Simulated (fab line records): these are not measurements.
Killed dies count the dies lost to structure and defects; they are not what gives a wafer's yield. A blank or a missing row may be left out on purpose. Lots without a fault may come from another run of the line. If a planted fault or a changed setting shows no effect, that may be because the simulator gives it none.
fab line records -- flow nandHarc
record: lots: 12, wafers: 36, lastDay: 32
route steps=1302 shown P_ZERO_WELL@14 P_GATE@144 END@1302
lots that met no fault: from a run of the same line without faults
startH: start of the lot's first displayed wafer, in hours after the record's first day -- waitH: how many hours have passed since the lot's step before this one -- " identical to the entry in the row above -- L1.1+2: one row covering several wafers at once -- - either no value or no given start -- * or withheld: withheld -- < > ~ a bound
route shown NAME@n: a module of which the file shows steps, and the number in the route of the first -- usual: the fault-free wafers' mean and standard deviation -- same: alike in all rows -- chamber/n: place in a boat -- sites: per-site readings -- _std_site: standard deviation of those values -- _edge_site: mean of outer sites minus mean of inner sites -- radiusMm: how far each site lies from the wafer's centre -- mask NAME#n: copy n -- behind: the tool/chamber that last shaped the wafer -- hold: what put the lot on hold/how long, in hours/how the hold closed -- device: the n, p or np transistor that did not switch -- end of line: the tests these same wafers got at the end of their route -- for a step that has no rows: nothing shown but its recipe -- killed: at the first sort, the dies lost to defects and structure; wafer yield is something else -- map: dies across one wafer; x = killed, . = not, _ = none there
set.NAME: setting as actually run; set.NAME@STEP: the setting as run at that earlier step -- model.NAME: the simulator's own value behind a step, which no gauge read
one table for each step of the route and one row for each wafer, over a sample of lots
services: a tool's chamber out of use, with start hour (startH, from the record's first day; less than 0 if before it), hours out, and reason
== steps ==
step: NHARC_P_ZERO_WELL_CD_MEAS_11
recipe: targetCdNm: 500, landingEnergyEv: 500
usual: cdNm: 499.1/2.4
lot.wafer,tool,chamber,startH,waitH,cdNm
L373.3,cdSem-01,0,21.12,-,498.3
L373.5,cdSem-01,0,21.12,-,500.0
L373.6,cdSem-01,0,21.12,-,500.1
L374.2,cdSem-02,0,31.24,-,502.6
L374.4,cdSem-02,0,31.24,-,502.1
L374.5,cdSem-02,0,31.24,-,500.2
L376.1,cdSem-03,0,51.24,-,499.7
L376.4,cdSem-03,0,51.24,-,497.7
L376.5,cdSem-03,0,51.24,-,499.6
L379.2,cdSem-01,0,81.30,-,494.3
L379.3,cdSem-01,0,81.30,-,493.8
L379.4,cdSem-01,0,81.30,-,495.5
L381.1,cdSem-02,0,101.53,-,494.5
L381.4,cdSem-02,0,101.53,-,499.4
L381.6,cdSem-02,0,101.53,-,497.0
L383.1,cdSem-03,0,121.24,-,502.1
L383.2,cdSem-03,0,121.24,-,501.0
L383.6,cdSem-03,0,121.24,-,496.8
L389.2,cdSem-03,0,181.24,-,495.9
L389.5,cdSem-03,0,181.24,-,498.2
L389.6,cdSem-03,0,181.24,-,498.6
L391.2,cdSem-02,0,201.12,-,499.0
L391.3,cdSem-02,0,201.12,-,502.3
L391.5,cdSem-02,0,201.12,-,493.6
L392.2,cdSem-01,0,211.24,-,495.0
L392.4,cdSem-01,0,211.24,-,498.3
L392.5,cdSem-01,0,211.24,-,499.6
L393.2,cdSem-02,0,221.27,-,497.7
L393.3,cdSem-02,0,221.27,-,497.9
L393.5,cdSem-02,0,221.27,-,502.6
L394.3,cdSem-01,0,231.46,-,502.4
L394.4,cdSem-01,0,231.46,-,499.0
L394.6,cdSem-01,0,231.46,-,501.4
L395.1,cdSem-03,0,241.45,-,494.1
L395.3,cdSem-03,0,241.45,-,495.2
L395.4,cdSem-03,0,241.45,-,499.2
step: NHARC_P_ZERO_WELL_CD_MEAS_37
recipe: targetCdNm: 720, landingEnergyEv: 500
usual: cdNm: 720.8/2.3
lot.wafer,tool,chamber,startH,waitH,cdNm
L373.3,cdSem-02,0,24.06,-,724.3
L373.5,cdSem-02,0,24.06,-,720.2
L373.6,cdSem-02,0,24.06,-,721.5
L374.2,cdSem-01,0,37.19,-,719.4
L374.4,cdSem-01,0,37.19,-,722.6
L374.5,cdSem-01,0,37.19,-,718.8
L376.1,cdSem-02,0,54.27,-,717.0
L376.4,cdSem-02,0,54.27,-,720.9
L376.5,cdSem-02,0,54.27,-,718.8
L379.2,cdSem-02,0,84.35,-,716.5
L379.3,cdSem-02,0,84.35,-,722.7
L379.4,cdSem-02,0,84.35,-,721.9
L381.1,cdSem-03,0,104.56,-,721.2
L381.4,cdSem-03,0,104.56,-,718.1
L381.6,cdSem-03,0,104.56,-,721.9
L383.1,cdSem-02,0,124.28,-,719.2
L383.2,cdSem-02,0,124.28,-,719.1
L383.6,cdSem-02,0,124.28,-,719.5
L389.2,cdSem-01,0,184.12,-,724.9
L389.5,cdSem-01,0,184.12,-,719.6
L389.6,cdSem-01,0,184.12,-,725.0
L391.2,cdSem-01,0,203.98,-,718.9
L391.3,cdSem-01,0,203.98,-,717.6
L391.5,cdSem-01,0,203.98,-,722.1
L392.2,cdSem-01,0,214.06,-,720.2
L392.4,cdSem-01,0,214.06,-,720.7
L392.5,cdSem-01,0,214.06,-,719.9
L393.2,cdSem-02,0,224.27,-,720.9
L393.3,cdSem-02,0,224.27,-,721.4
L393.5,cdSem-02,0,224.27,-,725.0
L394.3,cdSem-02,0,234.45,-,717.8
L394.4,cdSem-02,0,234.45,-,718.2
L394.6,cdSem-02,0,234.45,-,720.2
L395.1,cdSem-01,0,244.31,-,724.9
L395.3,cdSem-01,0,244.31,-,722.6
L395.4,cdSem-01,0,244.31,-,720.3
step: NHARC_P_ZERO_WELL_EXPOSE_49
recipe: na: 0.6, targetCdNm: 2000, doseMj: 22.64, maskId: P_HVPW
usual: focusOffsetNm: 0.1/0.54
same: na: 0.6
lot.wafer,tool,chamber,startH,waitH,mask,focusOffsetNm
L373.3,krfScanner-03,0,25.54,-,P_HVPW#0,0.2
L373.5,krfScanner-03,0,25.54,-,P_HVPW#0,0.7
L373.6,krfScanner-03,0,25.54,-,P_HVPW#0,0.5
L374.2,krfScanner-03,0,38.55,-,P_HVPW#0,0.3
L374.4,krfScanner-03,0,38.55,-,P_HVPW#0,0.1
L374.5,krfScanner-03,0,38.55,-,P_HVPW#0,0.6
L376.1,krfScanner-02,0,55.75,-,P_HVPW#0,0.3
L376.4,krfScanner-02,0,55.75,-,P_HVPW#0,0.1
L376.5,krfScanner-02,0,55.75,-,P_HVPW#0,0.1
L379.2,krfScanner-02,0,85.84,-,P_HVPW#0,-0.1
L379.3,krfScanner-02,0,85.84,-,P_HVPW#0,0.9
L379.4,krfScanner-02,0,85.84,-,P_HVPW#0,-0.5
L381.1,krfScanner-03,0,105.94,-,P_NWELL#0,0.5
L381.4,krfScanner-03,0,105.94,-,P_NWELL#0,1.5
L381.6,krfScanner-03,0,105.94,-,P_NWELL#0,0.9
L383.1,krfScanner-03,0,125.76,-,P_HVPW#0,0.5
L383.2,krfScanner-03,0,125.76,-,P_HVPW#0,0.9
L383.6,krfScanner-03,0,125.76,-,P_HVPW#0,0.4
L389.2,krfScanner-01,0,185.49,-,P_HVPW#0,1.0
L389.5,krfScanner-01,0,185.49,-,P_HVPW#0,-0.3
L389.6,krfScanner-01,0,185.49,-,P_HVPW#0,-0.2
L391.2,krfScanner-02,0,205.47,-,P_HVPW#0,1.1
L391.3,krfScanner-02,0,205.47,-,P_HVPW#0,1.4
L391.5,krfScanner-02,0,205.47,-,P_HVPW#0,0.1
L392.2,krfScanner-03,0,215.54,-,P_HVPW#0,1.0
L392.4,krfScanner-03,0,215.54,-,P_HVPW#0,0.6
L392.5,krfScanner-03,0,215.54,-,P_HVPW#0,0.4
L393.2,krfScanner-01,0,225.75,-,P_HVPW#0,0.1
L393.3,krfScanner-01,0,225.75,-,P_HVPW#0,-0.3
L393.5,krfScanner-01,0,225.75,-,P_HVPW#0,-1.0
L394.3,krfScanner-01,0,235.82,-,P_HVPW#0,0.7
L394.4,krfScanner-01,0,235.82,-,P_HVPW#0,0.6
L394.6,krfScanner-01,0,235.82,-,P_HVPW#0,0.0
L395.1,krfScanner-01,0,245.69,-,P_HVPW#0,0.3
L395.3,krfScanner-01,0,245.69,-,P_HVPW#0,-0.3
L395.4,krfScanner-01,0,245.69,-,P_HVPW#0,0.7
step: NHARC_P_ZERO_WELL_CD_MEAS_52
recipe: targetCdNm: 2000, landingEnergyEv: 500
usual: cdNm: 1999.9/2.6
lot.wafer,tool,chamber,startH,waitH,cdNm
L373.3,cdSem-02,0,25.69,-,2001.2
L373.5,cdSem-02,0,25.69,-,2002.5
L373.6,cdSem-02,0,25.69,-,2000.9
L374.2,cdSem-01,0,38.71,-,2001.5
L374.4,cdSem-01,0,38.71,-,1999.9
L374.5,cdSem-01,0,38.71,-,2001.5
L376.1,cdSem-02,0,55.91,-,1995.2
L376.4,cdSem-02,0,55.91,-,1997.2
L376.5,cdSem-02,0,55.91,-,1997.2
L379.2,cdSem-02,0,85.99,-,1996.9
L379.3,cdSem-02,0,85.99,-,1996.1
L379.4,cdSem-02,0,85.99,-,1998.0
L381.1,cdSem-02,0,106.09,-,-
L381.4,cdSem-02,0,106.09,-,-
L381.6,cdSem-02,0,106.09,-,-
L383.1,cdSem-01,0,125.92,-,2001.3
L383.2,cdSem-01,0,125.92,-,1999.9
L383.6,cdSem-01,0,125.92,-,2001.9
L389.2,cdSem-03,0,185.64,-,2003.0
L389.5,cdSem-03,0,185.64,-,1997.1
L389.6,cdSem-03,0,185.64,-,1999.5
L391.2,cdSem-01,0,205.62,-,2001.6
L391.3,cdSem-01,0,205.62,-,2002.3
L391.5,cdSem-01,0,205.62,-,2002.3
L392.2,cdSem-02,0,215.70,-,2001.2
L392.4,cdSem-02,0,215.70,-,2000.1
L392.5,cdSem-02,0,215.70,-,2000.7
L393.2,cdSem-01,0,225.90,-,2001.1
L393.3,cdSem-01,0,225.90,-,2001.8
L393.5,cdSem-01,0,225.90,-,2001.4
L394.3,cdSem-03,0,235.97,-,2003.4
L394.4,cdSem-03,0,235.97,-,2000.5
L394.6,cdSem-03,0,235.97,-,1998.0
L395.1,cdSem-03,0,245.85,-,1998.8
L395.3,cdSem-03,0,245.85,-,1999.6
L395.4,cdSem-03,0,245.85,-,1996.0
step: NHARC_P_GATE_DESCUM_31
recipe: timeS: 3, o2FlowSccm: 200, arFlowSccm: 0, biasPowerW: 0, chemistry: O2
usual: drypumpMotorCurrentA: 5.6/0.54, oesProductAu: 1.004/0.014, rfVppV: 57.8/0.85, showerheadPlenumPTorr: 1.91/0.064, throttleValvePct: 11.310/0.0093
same: timeS: 3
lot.wafer,tool,chamber,startH,waitH,drypumpMotorCurrentA,oesProductAu,rfHoursCounterH,rfVppV,showerheadPlenumPTorr,throttleValvePct
L373.3,rieDiel-05,0,104.27,0.1,6.3,1.002,1.9,58.6,1.88,11.314
L373.6,rieDiel-05,2,104.27,0.1,6.0,1.016,-,56.7,2.00,11.309
L373.5,rieDiel-05,3,104.27,0.1,6.6,1.005,-,56.6,1.85,11.318
L374.4,rieDiel-05,3,113.07,0.1,6.6,1.001,2.4,57.2,1.85,11.323
L374.2,rieDiel-05,0,113.07,0.1,6.3,1.011,2.7,58.1,1.88,11.301
L374.5,rieDiel-05,3,113.07,0.1,6.7,0.999,-,57.5,1.85,11.303
L376.1,rieDiel-05,0,132.87,0.1,6.3,1.008,2.9,58.4,1.88,11.313
L376.4,rieDiel-05,2,132.87,0.1,6.0,1.016,2.4,57.4,2.00,11.296
L376.5,rieDiel-05,3,132.87,0.1,6.7,0.991,-,57.8,1.85,11.317
L379.3,rieDiel-05,2,158.12,0.1,6.0,1.019,3.4,58.1,2.00,11.327
L379.2,rieDiel-05,3,158.12,0.1,6.6,1.004,4.1,59.0,1.85,11.316
L379.4,rieDiel-05,1,158.12,0.1,5.7,1.001,3.6,57.3,1.95,11.324
L383.2,rieDiel-05,1,204.03,0.1,5.7,0.994,5.9,58.6,1.94,11.302
L383.1,rieDiel-05,3,204.03,0.1,6.7,1.001,7.0,58.5,1.85,11.303
L383.6,rieDiel-05,1,204.03,0.1,5.7,1.006,-,57.5,1.94,11.317
L389.2,rieDiel-09,1,259.83,0.1,4.7,0.999,4.1,57.8,1.95,11.313
L389.6,rieDiel-09,2,259.83,0.1,5.4,1.002,-,58.0,1.84,11.322
L389.5,rieDiel-09,3,259.83,0.1,5.5,1.028,-,57.9,1.87,11.303
L391.3,rieDiel-10,2,279.39,0.1,5.0,1.020,0.9,58.8,1.98,11.316
L391.2,rieDiel-10,1,279.39,0.1,4.9,0.980,1.3,57.8,1.90,11.318
L391.5,rieDiel-10,2,279.39,0.1,5.1,1.015,-,59.2,1.98,11.306
L392.2,rieDiel-10,2,293.98,0.1,5.1,1.020,1.6,59.5,1.98,11.314
L392.4,rieDiel-10,0,293.98,0.1,5.3,1.022,2.3,57.8,1.79,11.309
L392.5,rieDiel-10,1,293.98,0.1,4.9,0.993,-,58.8,1.90,11.287
L393.2,rieDiel-09,2,299.98,0.1,5.4,0.992,8.0,56.7,1.84,11.300
L393.3,rieDiel-09,3,299.98,0.1,5.5,1.019,7.8,58.3,1.87,11.312
L393.5,rieDiel-09,2,299.98,0.1,5.4,1.010,-,56.3,1.84,11.307
L394.4,rieDiel-09,2,309.58,0.1,5.4,0.991,9.5,56.3,1.84,11.320
L394.3,rieDiel-09,3,309.58,0.1,5.5,1.022,8.7,57.9,1.87,11.318
L394.6,rieDiel-09,3,309.58,0.1,5.5,1.017,-,58.4,1.87,11.306
L395.1,rieDiel-10,2,318.30,0.1,5.1,1.023,3.9,57.8,1.98,11.301
L395.3,rieDiel-10,0,318.30,0.1,5.3,1.021,4.2,57.1,1.79,11.319
L395.4,rieDiel-10,1,318.30,0.1,4.9,0.986,3.5,57.9,1.90,11.331
step: NHARC_END_SORT_01
recipe: tempC: 25
usual: killedAtArray: 56/17, killedAtOther: 1.2/1.4, killedAtPeriphery: 4/3.2, killedDies: 61/16, killedOpen: 3.6/2.1, killedShort: 2.7/1.8
same: grossDies: 677
lot.wafer,tool,chamber,startH,waitH,killedAtArray,killedAtOther,killedAtPeriphery,killedDies,killedOpen,killedShort
L381.1,prober-02,0,641.04,2.5,65,0,612,677,1,2
L381.4,prober-02,0,643.45,3.4,80,2,595,677,7,3
L381.6,prober-02,0,645.05,4.0,75,0,602,677,3,2
killed by level:class
L381.1 P_ZERO_WELL:areaExpose=605 A_SLIT:chamberFilmFlake=23 A_CHANNEL_HOLE_D1:chamberFilmFlake=19 A_CHANNEL_HOLE_D2:chamberFilmFlake=12 P_M0:chamberFilmFlake=3 A_WL_FILL:chamberFilmFlake=3 P_ZERO_WELL:chamberFilmFlake=2 A_STAIRCASE:chamberFilmFlake=2
L381.4 P_ZERO_WELL:areaExpose=581 A_SLIT:chamberFilmFlake=28 A_CHANNEL_HOLE_D1:chamberFilmFlake=22 A_CHANNEL_HOLE_D2:chamberFilmFlake=13 P_ZERO_WELL:chamberFilmFlake=4 A_CHANNEL_FILL_D2:chamberFilmFlake=4 P_CONTACT:chamberFilmFlake=3 P_M0:chamberFilmFlake=3
L381.6 P_ZERO_WELL:areaExpose=600 A_SLIT:chamberFilmFlake=29 A_CHANNEL_HOLE_D1:chamberFilmFlake=23 A_CHANNEL_HOLE_D2:chamberFilmFlake=10 A_CONTACT:chamberFilmFlake=4 A_CHANNEL_FILL_D2:chamberFilmFlake=2 A_WL_FILL:chamberFilmFlake=2 P_M2:geometricParticle:short=1
== services ==
tool,chamber,startH,hours,kind
rieDiel-10,1,10.98,7.2,repair
krfScanner-03,-,15.61,2.7,repair
krfScanner-03,-,46.22,0.2,repair
krfScanner-03,-,52.02,4.0,pm
rieDiel-05,-,52.90,9.0,pm
rieDiel-10,-,65.50,9.0,pm
rieDiel-09,3,84.80,16.9,repair
krfScanner-02,-,94.00,4.0,pm
rieDiel-09,-,109.81,0.7,repair
krfScanner-01,-,140.00,4.0,pm
rieDiel-09,-,143.10,9.0,pm
krfScanner-03,-,156.21,1.4,repair
rieDiel-10,0,158.95,5.5,repair
rieDiel-09,2,166.78,6.6,repair
krfScanner-01,-,195.89,0.3,repair
rieDiel-09,1,200.94,6.2,repair
krfScanner-03,-,224.02,4.0,pm
rieDiel-05,-,229.90,9.0,pm
rieDiel-05,2,246.03,12.0,repair
rieDiel-05,1,247.73,4.1,repair
krfScanner-01,-,262.15,1.1,repair
rieDiel-05,0,290.30,9.2,repair
krfScanner-01,-,312.00,4.0,pm
krfScanner-03,-,315.14,1.3,repair
== key ==
firstSign: step: NHARC_P_ZERO_WELL_EXPOSE_49, reading: mask, direction: changed
effect: step: NHARC_P_ZERO_WELL_CD_MEAS_52, reading: cdNm, direction: missing
effect: step: NHARC_END_SORT_01, reading: killedAtPeriphery, direction: up, sigmas: 99+, usual: 4, struck: 603
moreKillsBornAt: NHARC_P_ZERO_WELL_EXPOSE_49@krfScanner-03: 1786
metAt NHARC_P_ZERO_WELL_EXPOSE_49
struckLots L381
laterRowsLeftOut L381.1,L381.4,L381.6
testerLeftOut L381
notActingAt NHARC_P_ZERO_WELL_CD_MEAS_11,NHARC_P_ZERO_WELL_CD_MEAS_37,NHARC_P_GATE_DESCUM_31
onsetBetween 38.55 105.94
fault: kind: wrongMask, tool: any, chamber: -, onsetH: 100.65, steps: NHARC_P_ZERO_WELL_EXPOSE_49, auxCopy: P_NWELL#0, scope: struckLotsOnly
testerLeftOut: of these lots the tester's yield and bins aren't shown, on N5 and GAA mostly nor the transistor test; their killed dies are dies lost to structure and defects alone, not to doping, threshold or leakage, so they don't give the yield
laterRowsLeftOut: the simulator's readings of these wafers behind a module that went badly wrong aren't trusted and aren't shown, but for the sort
